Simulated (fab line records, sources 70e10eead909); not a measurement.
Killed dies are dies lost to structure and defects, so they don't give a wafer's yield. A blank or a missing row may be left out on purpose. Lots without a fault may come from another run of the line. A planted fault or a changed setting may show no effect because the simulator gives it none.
fab line records | flow nand_harc
record lots=7 wafers=21 last_day=23
route steps=1159 shown A_SGD_CUT@751
lots that met no fault: from a run of the same line without faults
start_h: hours from the record's first day to the start of the lot's first wafer shown | wait_h: hours since the lot's step before | " the same as in the row above | L1.1+2: a row that stands for several wafers | - no value, or no start given | * or withheld: withheld | < > ~ a bound
route shown NAME@n: a module of which the file shows steps, and the number in the route of the first | usual: mean/standard deviation of fault-free wafers | same: alike in all rows | chamber/n: place in a boat | sites: the reading at each site | _std_site: their standard deviation | _edge_site: outer sites' mean less inner sites' | radius_mm: how far each site lies from the wafer's centre | mask NAME#n: copy n | behind: the tool/chamber that last shaped the wafer | hold: why the lot was held/for how many hours/how that ended | device: the transistor (n, p or np) that didn't switch | end of line: the same wafers' tests at the end of the route | a step without rows: its recipe alone | killed: dies lost to structure and defects at the first sort, not the wafer's yield | map: a wafer's dies, x killed, . not, _ none there
set.NAME: the setting as run; set.NAME@STEP: as run at that earlier step | model.NAME: the simulator's own value behind a step, which no gauge read
lots at some steps of the route; a table a step, a row a wafer
services: from which hour (start_h, from the record's first day; less than 0 if before it) a tool's chamber was out of use, for how many hours, and why
## steps
# step NHARC_A_SGD_CUT_COAT_57
# recipe temp_c=225 time_s=65
# step NHARC_A_SGD_CUT_COAT_03
# recipe spin_rpm=1500 resist_thk_nm=90
# step NHARC_A_SGD_CUT_SOFTBAKE_04
# recipe temp_c=105 time_s=55
# step NHARC_A_SGD_CUT_EBR_05
# step NHARC_A_SGD_CUT_EXPOSE_06
# recipe na=1.35 dose_mj=85.59 mask_id=SGD
# step NHARC_A_SGD_CUT_PEB_07
# recipe peb_temp_c=100 peb_time_s=65
# step NHARC_A_SGD_CUT_DEVELOP_08
# recipe develop_time_s=35 dev_temp_c=23
# step NHARC_A_SGD_CUT_CD_MEAS_09
# recipe target_cd_nm=100 landing_energy_ev=500
# usual cd_nm=100.1/0.4
# columns lot.wafer tool chamber start_h wait_h cd_nm
L191.3 cd_sem-02 0 316.18 - 99.9
L191.4 " 0 " " 100.4
L191.5 " 0 " " 100.2
L193.1 cd_sem-03 0 333.09 - 100.1
L193.5 " 0 " " 99.5
L193.6 " 0 " " 99.4
L196.1 cd_sem-02 0 348.56 - 100.0
L196.5 " 0 " " 100.4
L196.6 " 0 " " 101.0
L198.3 cd_sem-03 0 366.67 - 100.2
L198.4 " 0 " " 100.1
L198.6 " 0 " " 100.8
L204.2 cd_sem-02 0 401.80 - 99.7
L204.3 " 0 " " 99.9
L204.6 " 0 " " 99.8
L207.1 cd_sem-02 0 414.72 - 100.5
L207.4 " 0 " " 100.7
L207.5 " 0 " " 100.2
L206.1 cd_sem-02 0 415.14 - 99.7
L206.2 " 0 " " 100.4
L206.3 " 0 " " 99.8
# step NHARC_A_SGD_CUT_OVL_MEAS_10
# usual overlay_x_nm=0.2/0.78 overlay_y_nm=0.0/0.93
# columns lot.wafer tool chamber start_h wait_h overlay_x_nm overlay_y_nm
L191.3 overlay-01 - 316.26 - -0.4 2.1
L191.4 " - " " -0.9 1.5
L191.5 " - " " 0.0 1.9
L193.1 overlay-02 - 333.18 - -0.1 0.6
L193.5 " - " " -0.5 -0.5
L193.6 " - " " -0.9 0.3
L196.1 overlay-01 - 348.65 - 0.1 -0.3
L196.5 " - " " 0.3 -0.4
L196.6 " - " " 0.5 -1.0
L198.3 overlay-01 - 366.76 - 0.8 1.9
L198.4 " - " " 0.1 1.8
L198.6 " - " " 0.6 1.0
L204.2 overlay-01 - 401.89 - -1.3 0.1
L204.3 " - " " -0.9 -0.5
L204.6 " - " " -0.9 0.2
L207.1 overlay-01 - 414.81 - -0.8 -0.4
L207.4 " - " " -1.2 -0.3
L207.5 " - " " -0.6 0.0
L206.1 overlay-02 - 415.23 - 0.2 0.1
L206.2 " - " " -0.1 -0.1
L206.3 " - " " -0.1 -0.6
# step NHARC_A_SGD_CUT_INSPECT_11
# usual raw_defect_count=19/10
# columns lot.wafer tool chamber start_h wait_h raw_defect_count
L191.3 defect_inspect-02 - 316.30 0.0 26
L191.4 " - " " 24
L191.5 " - " " 19
L193.1 defect_inspect-02 - 333.22 0.0 10
L193.5 " - " " 7
L193.6 " - " " 2
L196.1 defect_inspect-01 - 348.68 0.0 14
L196.5 " - " " 11
L196.6 " - " " 4
L198.3 defect_inspect-01 - 366.80 0.0 8
L198.4 " - " " 9
L198.6 " - " " 10
L204.2 defect_inspect-01 - 401.93 0.0 36
L204.3 " - " " 28
L204.6 " - " " 19
L207.1 defect_inspect-02 - 414.85 0.0 10
L207.4 " - " " 18
L207.5 " - " " 19
L206.1 defect_inspect-02 - 415.26 0.0 36
L206.2 " - " " 29
L206.3 " - " " 33
# step NHARC_A_SGD_CUT_DESCUM_14
# recipe time_s=3 o2_flow_sccm=200 ar_flow_sccm=0 bias_power_w=0 chemistry=O2
# usual drypump_motor_current_A=5.7/0.43 mfc_ar_sccm=0.006/0.0078 o2_flow_sccm=199.9/0.6 oes_product_au=1.002/0.0069 rf_vpp_V=57.9/0.88 showerhead_plenum_p_Torr=1.93/0.063 throttle_valve_pct=11.311/0.0095
# columns lot.wafer tool chamber start_h wait_h drypump_motor_current_A mfc_ar_sccm o2_flow_sccm oes_product_au rf_hours_counter_h rf_vpp_V showerhead_plenum_p_Torr throttle_valve_pct
L191.3 rie_diel-04 1 316.38 0.1 5.4 0.009 200.4 1.002 1 56.0 1.94 11.302
L191.4 " 2 " " 5.8 0 199.9 1.011 1 58.6 1.94 11.306
L191.5 " 0 " " 6.5 0.024 199.7 1.014 - 57.3 1.92 11.314
L193.1 rie_diel-12 0 333.30 0.1 5.7 0 199.8 0.997 12 59.0 1.97 11.320
L193.6 " 2 " " 6.1 0 199.0 0.995 - 58.5 1.84 11.310
L193.5 " 3 " " 4.8 0 200.9 0.999 - 57.7 1.90 11.311
L196.1 rie_diel-12 0 348.74 0.1 5.7 0 200.4 1.003 13 58.0 1.97 11.317
L196.6 " 0 " " 5.7 0 198.7 0.996 - 58.1 1.97 11.311
L196.5 " 1 " " 5.6 0 199.4 1.010 - 58.9 2.00 11.307
L198.3 rie_diel-01 0 366.86 0.1 5.4 0.006 201.2 1.000 4 57.9 1.90 11.299
L198.4 " 1 " " 6.2 0.017 199.6 1.007 4 58.7 2.05 11.309
L198.6 " 0 " " 5.4 0.006 201.1 1.009 - 58.1 1.90 11.311
L204.2 rie_diel-04 2 401.99 0.1 5.8 0 199.4 1.005 7 56.8 1.94 11.310
L204.3 " 0 " " 6.5 0.024 200.7 0.994 7 57.5 1.92 11.307
L204.6 " 3 " " 5.5 0 200.0 1.001 - 57.6 1.91 11.314
L207.4 rie_diel-04 3 414.93 0.1 5.5 0 200.1 0.993 8 57.1 1.91 11.324
L207.1 " 0 " " 6.5 0.024 199.3 1.011 8 57.1 1.92 11.323
L207.5 " 1 " " 5.3 0.009 199.1 1.009 - 58.9 1.94 11.314
L206.1 rie_diel-04 0 415.32 0.1 6.5 0.024 199.7 1.007 8 57.1 1.92 11.313
L206.2 " 1 " " 5.4 0.009 198.7 1.001 9 58.8 1.94 11.315
L206.3 " 3 " " 5.5 0 200.1 1.007 8 58.2 1.91 11.323
# step NHARC_A_SGD_CUT_ETCH_58
# recipe target_depth_a=390 over_etch_frac=0.3 time_s=65 ion_energy_ev=80 cf4_flow_sccm=150 ar_flow_sccm=0 rf_w=300 bias_w=100 chemistry=CF4
# usual drypump_motor_current_A=5.7/0.44 mfc_ar_sccm=0.006/0.008 oes_product_au=1.003/0.0074 rf_vpp_V=151.5/1 showerhead_plenum_p_Torr=1.79/0.053 throttle_valve_pct=13.283/0.009
# columns lot.wafer tool chamber start_h wait_h drypump_motor_current_A mfc_ar_sccm oes_product_au rf_hours_counter_h rf_vpp_V showerhead_plenum_p_Torr throttle_valve_pct
L191.4 rie_diel-04 0 316.45 0.1 6.5 0.024 1.001 1 151.6 1.78 13.272
L191.3 " 2 " " 5.8 0 0.999 1 151.5 1.79 13.264
L191.5 " 1 " " 5.4 0.009 0.991 - 151.4 1.79 13.273
L193.1 rie_diel-12 1 333.36 0.1 5.6 0 1.008 12 151.0 1.85 13.310
L193.5 " 1 " " 5.6 0 1.006 - 154.0 1.85 13.278
L193.6 " 2 " " 6.1 0 1.002 - 150.6 1.70 13.286
L196.1 rie_diel-12 2 348.84 0.1 6.1 0 1.010 14 149.8 1.70 13.264
L196.6 " 1 " " 5.6 0 0.996 - 151.8 1.85 13.270
L196.5 " 2 " " 6.0 0 1.002 - 150.1 1.70 13.273
L198.3 rie_diel-01 2 366.95 0.1 6.1 0.004 0.999 4 151.9 1.86 13.271
L198.4 " 3 " " 5.6 0.014 0.998 3 151.0 1.68 13.279
L198.6 " 1 " " 6.2 0.017 0.996 - 154.0 1.89 13.292
L204.2 rie_diel-04 2 402.08 0.1 5.8 0 1.011 7 151.5 1.79 13.281
L204.3 " 3 " " 5.5 0 1.006 7 150.0 1.77 13.268
L204.6 " 2 " " 5.8 0 1.004 - 152.0 1.79 13.293
L207.1 rie_diel-04 0 415.00 0.1 6.5 0.024 1.007 8 150.7 1.78 13.288
L207.4 " 1 " " 5.3 0.009 0.992 9 151.5 1.79 13.309
L207.5 " 0 " " 6.5 0.024 1.008 - 152.5 1.78 13.279
L206.2 rie_diel-04 0 415.43 0.1 6.5 0.024 1.015 8 151.5 1.77 13.289
L206.1 " 1 " " 5.4 0.009 1.001 9 151.7 1.79 13.274
L206.3 " 3 " " 5.5 0 1.011 8 151.8 1.77 13.285
# step NHARC_A_SGD_CUT_ETCH_59
# recipe target_depth_a=2600 over_etch_frac=0.25 time_s=406.25 ion_energy_ev=200 n2_flow_sccm=150 h2_flow_sccm=150 ar_flow_sccm=0 rf_w=400 bias_w=150 chemistry=N2/H2
# usual drypump_motor_current_A=5.7/0.44 h2_flow_sccm=150.0/0.43 mfc_ar_sccm=0.006/0.0079 oes_product_au=1.004/0.0065 rf_vpp_V=431.1/2 showerhead_plenum_p_Torr=2.06/0.068 throttle_valve_pct=14.172/0.0091
# columns lot.wafer tool chamber start_h wait_h drypump_motor_current_A h2_flow_sccm mfc_ar_sccm oes_product_au rf_hours_counter_h rf_vpp_V showerhead_plenum_p_Torr throttle_valve_pct
L191.3 rie_diel-04 2 316.60 - 5.8 150.0 0 1.011 1 431.9 2.07 14.164
L191.4 " 3 " " 5.5 150.4 0 1.008 1 431.2 2.04 14.176
L191.5 " 0 " " 6.5 149.4 0.024 1.019 - 431.4 2.05 14.163
L193.1 rie_diel-12 2 333.55 - 6.1 149.7 0 1.001 12 427.7 1.96 14.179
L193.6 " 3 " " 4.9 150.2 0 1.000 - 430.2 2.03 14.174
L193.5 " 0 " " 5.7 149.9 0 1.007 - 431.7 2.10 14.177
L196.1 rie_diel-12 1 348.95 - 5.6 150.7 0 1.005 13 432.5 2.14 14.162
L196.5 " 0 " " 5.7 150.1 0 0.994 - 431.6 2.10 14.166
L196.6 " 1 " " 5.6 149.8 0 1.004 - 432.4 2.14 14.163
L198.4 rie_diel-01 3 367.06 - 5.6 150.1 0.014 1.015 3 427.6 1.93 14.173
L198.3 " 0 " " 5.4 150.0 0.006 1.005 4 429.6 2.02 14.177
L198.6 " 2 " " 6.2 150.4 0.004 1.001 - 434.8 2.16 14.156
L204.2 rie_diel-04 0 402.19 - 6.5 150.0 0.024 0.834 7 431.1 2.05 14.179
L204.3 " 1 " " 5.4 149.9 0.009 1.004 8 431.2 2.07 14.179
L204.6 " 3 " " 5.5 150.3 0 1.003 - 432.2 2.04 14.178
L207.1 rie_diel-04 3 415.12 - 5.5 150.4 0 1.004 8 429.8 2.04 14.184
L207.4 " 0 " " 6.5 149.9 0.024 0.843 8 430.6 2.05 14.164
L207.5 " 2 " " 5.8 149.3 0 1.008 - 431.6 2.06 14.163
L206.2 rie_diel-04 1 415.56 - 5.4 150.3 0.009 1.001 9 431.4 2.07 14.175
L206.1 " 2 " " 5.8 150.0 0 0.992 9 430.8 2.06 14.172
L206.3 " 0 " " 6.5 150.3 0.024 0.831 8 430.5 2.05 14.168
# step NHARC_A_SGD_CUT_ETCH_15
# recipe target_depth_a=750 time_s=64.3 ch3f_flow_sccm=50 o2_flow_sccm=30 ar_flow_sccm=200 rf_w=500 bias_w=100 chemistry=CH3F/O2
# usual drypump_motor_current_A=5.7/0.45 mfc_ar_sccm=199.9/0.67 o2_flow_sccm=30.01/0.1 oes_product_au=0.968/0.017 rf_vpp_V=264.2/1.4 showerhead_plenum_p_Torr=2.48/0.077 throttle_valve_pct=20.663/0.0096
# columns lot.wafer tool chamber start_h wait_h drypump_motor_current_A mfc_ar_sccm o2_flow_sccm oes_product_au rf_hours_counter_h rf_vpp_V showerhead_plenum_p_Torr throttle_valve_pct
L191.3 rie_diel-04 2 - - 5.8 199.3 30.01 0.989 1 264.9 2.49 20.656
L191.4 " 3 " " 5.5 200.4 30.00 0.969 1 264.9 2.46 20.659
L191.5 " 1 " " 5.4 200.8 30.21 0.985 - 262.8 2.49 20.663
L193.1 rie_diel-12 2 - - 6.0 199.7 30.09 0.929 13 262.5 2.37 20.657
L193.6 " 3 " " 4.8 199.9 30.14 0.922 - 264.6 2.45 20.661
L193.5 " 0 " " 5.7 199.7 30.10 0.921 - 264.8 2.53 20.664
L196.1 rie_diel-12 2 - - 6.1 200.0 30.12 0.978 14 262.4 2.36 20.660
L196.6 " 0 " " 5.7 199.9 30.16 0.962 - 265.3 2.53 20.661
L196.5 " 1 " " 5.6 200.7 29.94 0.967 - 263.7 2.57 20.656
L198.4 rie_diel-01 0 - - 5.4 200.6 29.98 0.965 4 262.3 2.44 20.679
L198.3 " 1 " " 6.2 200.2 30.24 0.961 4 265.7 2.63 20.664
L198.6 " 3 " " 5.6 200.7 30.16 0.992 - 261.6 2.34 20.664
L204.2 rie_diel-04 2 - - 5.8 201.1 29.75 0.965 7 265.3 2.49 20.663
L204.3 " 0 " " 6.5 200.1 29.90 0.981 7 263.2 2.47 20.662
L204.6 " 3 " " 5.5 200.3 29.91 0.967 - 264.3 2.45 20.667
L207.1 rie_diel-04 1 - - 5.4 201.6 29.97 0.973 9 265.6 2.49 20.659
L207.4 " 2 " " 5.8 199.9 30.00 0.974 8 263.7 2.49 20.670
L207.5 " 0 " " 6.5 199.3 29.90 0.989 - 264.6 2.47 20.643
L206.3 rie_diel-04 2 - - 5.8 199.3 30.10 0.973 9 264.7 2.49 20.640
L206.1 " 3 " " 5.5 199.2 30.06 0.964 8 265.3 2.45 20.661
L206.2 " 0 " " 6.5 199.0 30.19 0.953 8 264.5 2.47 20.677
## services
# columns tool chamber start_h hours kind
rie_diel-04 0 297.94 - clean
rie_diel-04 1 297.94 - clean
rie_diel-04 2 297.94 - clean
rie_diel-04 3 297.94 - clean
rie_diel-04 - 311.82 0.5 repair
rie_diel-04 0 322.45 - clean
rie_diel-04 1 322.45 - clean
rie_diel-04 2 322.45 - clean
rie_diel-04 3 322.45 - clean
rie_diel-01 - 323.07 9.0 pm
rie_diel-12 - 323.75 0.6 repair
rie_diel-04 2 332.87 2.9 repair
rie_diel-04 0 346.95 - clean
rie_diel-04 1 346.95 - clean
rie_diel-04 2 346.95 - clean
rie_diel-04 3 346.95 - clean
rie_diel-04 - 369.76 1.0 repair
rie_diel-04 0 371.45 - clean
rie_diel-04 1 371.45 - clean
rie_diel-04 2 371.45 - clean
rie_diel-04 3 371.45 - clean
rie_diel-04 2 373.23 4.6 repair
rie_diel-12 - 379.43 9.0 pm
rie_diel-01 - 405.94 2.3 repair
## key
first_sign step=NHARC_A_SGD_CUT_ETCH_59 reading=oes_product_au direction=down sigmas=26 usual=1.004 struck=0.836
effect none on later readings
met_at NHARC_A_SGD_CUT_ETCH_59
struck_wafers L204.2,L206.3,L207.4
later_rows_left_out L204.2,L206.3,L207.4
sort_left_out L204.2,L206.3,L207.4
tester_left_out L204,L206,L207
onset_between 316.60 402.19
fault kind=process_parameter_drift tool=rie_diel-04 chamber=0 onset_h=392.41 steps=NHARC_A_SGD_CUT_ETCH_59 channel=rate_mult offset=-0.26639 shape=step end_h=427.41
# tester_left_out: of these lots the tester's yield and bins aren't shown, on N5 and GAA mostly nor the transistor test; their killed dies are dies lost to structure and defects alone, not to doping, threshold or leakage, so they don't give the yield
# sort_left_out: the simulated sort isn't trusted on such a fault, so these wafers' sort isn't shown, and their yield isn't known
# later_rows_left_out: the simulator's readings of these wafers behind a module that went badly wrong aren't trusted and aren't shown, but for the sort
